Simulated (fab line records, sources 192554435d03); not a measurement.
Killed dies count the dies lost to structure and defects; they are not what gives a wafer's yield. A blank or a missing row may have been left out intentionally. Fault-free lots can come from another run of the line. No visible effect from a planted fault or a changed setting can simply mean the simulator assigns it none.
Struck lot and sound lot, side by side | flow n5 finfet | 25 steps out of a route of 1938
Sound: these wafers, L930.2, L930.4, L930.6. Struck: wafers L939.1, L939.3, L939.4. At the end, the cause is stated.
Per side, at each step with rows, come the tool, then ch with its chambers, and then its first start. Under that, the readings that differ: sound wafers | struck wafers | difference of the means | sigmas: that difference in standard deviations of wafers without a fault.
alike: readings with means less than 2 such deviations apart, plus words and numbers identical on both sides. not compared: withheld readings, readings lacking a value on some wafer, bounds such as >300 that could conceal the same value, and numbers that have no deviation in the record and whose values overlap.
A row with sigmas, a row that says differs or no value, or rows on one side alone: a step with any of these is where the two part. Numbers that have no deviation but don't overlap get no sigmas and don't part them. A reading missing from all wafers of one side parts the sides only when that side holds two or more wafers.

first, 3 steps without rows for these wafers: N5_SD_EPI_N_STRIP_18 (strips in SPM, time 750 s); N5_SD_EPI_N_SRD_20 (time 30 s); N5_SD_EPI_N_PRECLEAN_48 (cleans in NF3:NH3, afs cycles 2, time 20 s, sublimation time 60 s).
N5_SD_EPI_N_VAPOR_ETCH_50: etches Si in HCl, time 54 s.
  sound on epi rpcvd-04 ch 0, day 4 13:14; struck on epi rpcvd-02 ch 0, day 6 21:12
  reading            | sound          | struck         | difference | sigmas
  lamp inner pct (%) | 24.5 24.3 24.0 | 22.5 22.3 22.3 | -1.9       | -3
  alike: throttle valve pct
then, 1 step without rows for these wafers: N5_SD_EPI_N_EPI_21 (deposits Si:P, time 690 s).
N5_SD_EPI_N_EPI_MEAS_23:
  sound on film metro-01, day 4 15:07; struck on film metro-01, day 6 23:06
  alike: thk nm
then, 3 steps without rows for these wafers: N5_SD_EPI_N_PRECLEAN_24 (cleans in O3/DIW, time 60 s); N5_SD_EPI_N_SRD_25 (time 30 s); N5_SD_EPI_N_PRECLEAN_49 (cleans in NF3:NH3, afs cycles 1, time 20 s, sublimation time 60 s).
N5_SD_EPI_N_LINER_46: material SiNx, target thk 3 nm.
  sound on ald sin-01 ch 1,2, day 4 15:26; struck on ald sin-04 ch 0,1,3, day 6 23:25
  alike: heater power w
N5_SD_EPI_N_INSPECT_26: inspects for defects (darkfield).
  sound on defect inspect-02, day 4 15:41; struck on defect inspect-01, day 6 23:40
  alike: raw defect count
then, 1 step without rows for these wafers: N5_SD_EPI_P_COAT_34 (time 60 s, resist thk 350 nm).
N5_SD_EPI_P_COAT_35: time 60 s, resist thk 35 nm.
  sound on litho track-01 ch 0, day 4 15:43; struck on litho track-05 ch 0, day 6 23:41
  reading                                     | sound                | struck               | difference | sigmas
  spin speed rpm (rpm)                        | 1499.3 1500.8 1498.0 | 1539.1 1540.7 1543.2 | +41.6      | +32
  model.SiARC_of_SD_EPI_P_COAT_35.thk nm (nm) | 35 35.2 35           | 34.6 34.6 34.6       | -0.5       |
  alike: exhaust pa
then, 6 steps without rows for these wafers: N5_SD_EPI_P_COAT_03 (resist thk 150 nm); N5_SD_EPI_P_EBR_05; N5_SD_EPI_P_SOFTBAKE_04 (time 60 s); N5_SD_EPI_P_EXPOSE_06 (exposes mask SD P BLK, target cd 240 nm); N5_SD_EPI_P_PEB_07 (peb time 60 s); N5_SD_EPI_P_DEVELOP_08 (develop time 30 s).
N5_SD_EPI_P_CD_MEAS_09: target cd 240 nm.
  sound on cd sem-03 ch 0, day 4 16:05; struck on cd sem-03 ch 0, day 7 00:04
  alike: cd nm
N5_SD_EPI_P_OVL_MEAS_10:
  sound on overlay-01 ch 0, day 4 16:07; struck on overlay-01 ch 0, day 7 00:05
  alike: SD_P_BLK_OVL
N5_SD_EPI_P_INSPECT_11: inspects for defects (macro).
  sound on defect inspect-02, day 4 16:08; struck on defect inspect-01, day 7 00:07
  alike: raw defect count
N5_SD_EPI_P_DESCUM_14: chemistry O2, time 7.9 s.
  sound on rie diel-02 ch 2,3, day 4 16:10; struck on rie diel-03 ch 1,2,3, day 7 00:09
  reading          | sound             | struck            | difference | sigmas
  bias power w (W) | 20.09 20.10 19.95 | 19.91 19.84 20.00 | -0.13      | -2
  alike: chamber pressure mTorr, drypump motor current A, oes product au, rf vpp V, showerhead plenum p Torr, temp c, throttle valve pct
  not compared: rf hours counter h
N5_SD_EPI_P_ETCH_36: etches SiARC in CF4, target depth 45.5 nm, time 75.8 s.
  sound on rie diel-02 ch 2,3, day 4 16:13; struck on rie diel-03 ch 1,2,3, day 7 00:11
  reading                  | sound             | struck           | difference | sigmas
  model.etch.depth nm (nm) | 34.95 35.15 34.96 | 34.54 34.55 34.5 | -0.49      |
  alike: chamber pressure mTorr, drypump motor current A, etch rf on time s, oes product au, rf vpp V, showerhead plenum p Torr, throttle valve pct
  not compared: rf hours counter h
N5_SD_EPI_P_ETCH_37: etches SOC in N2/H2, overetch 108 nm, time 486 s.
  sound on rie diel-02 ch 2,3, day 4 16:16; struck on rie diel-03 ch 1,2,3, day 7 00:14
  alike: chamber pressure mTorr, drypump motor current A, n2 flow sccm, oes product au, rf vpp V, showerhead plenum p Torr, temp c, throttle valve pct
  not compared: rf hours counter h

## WHERE THEY PART
Earliest at N5_SD_EPI_N_VAPOR_ETCH_50; latest, in this record, at N5_SD_EPI_P_DESCUM_14. Later steps at which nothing parts them and some readings are alike: N5_SD_EPI_P_ETCH_36, N5_SD_EPI_P_ETCH_37.

WHY: the cause the simulator had injected
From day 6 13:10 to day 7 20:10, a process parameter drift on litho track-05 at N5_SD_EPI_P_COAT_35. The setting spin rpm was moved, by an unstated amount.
